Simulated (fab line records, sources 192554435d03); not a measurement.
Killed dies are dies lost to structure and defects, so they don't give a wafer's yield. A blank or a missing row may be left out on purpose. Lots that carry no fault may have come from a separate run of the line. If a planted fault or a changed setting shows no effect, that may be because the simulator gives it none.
Matching of chambers | flow n5Finfet | N5_SPACER0_ALD_08 on aldSin-01 has 4 sister chambers
The step deposits SiNx, target thk 2 nm. 4 wafers are shown with their chamber, then 6 later ones without.

WAFERS WITH THEIR CHAMBER
wafer  | chamber | heaterPowerW (W)
L488.2 | 0       | 731
L488.5 | 2       | 919
L489.3 | 3       | 888
L489.4 | 1       | 697

WAFERS WITH NO CHAMBER GIVEN
wafer  | heaterPowerW (W)
L489.6 | 904
L496.1 | 970
L496.5 | 934
L499.1 | 744
L499.2 | 916
L499.6 | 707

CHAMBER TAKEN BY EACH
wafer  | from the rows above     | in truth
L489.6 | can't be placed: 2 or 3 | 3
L496.1 | can't be placed: 2 or 3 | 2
L496.5 | can't be placed: 2 or 3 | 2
L499.1 | can't be placed: 0 or 1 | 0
L499.2 | can't be placed: 2 or 3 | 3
L499.6 | can't be placed: 1 or 0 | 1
Correctly placed: 0 of 6. From these rows, 6 cannot be placed; in 6 the true chamber is one of the candidates. Wrongly placed: 0.
How it was worked out, from the rows above alone: a wafer's distance from a chamber is the root of the sum, over the readings, of the square of ((its reading less the chamber's mean) divided by the reading's scatter). The wafer belongs to the nearest chamber; if the next one is less than 2 further off, it can't be placed. The mean given for a chamber averages the wafers shown for that chamber. The scatter (one wafer shown for each chamber): square how far every hidden wafer sits from the nearest shown wafer, average those squares and take the square root.
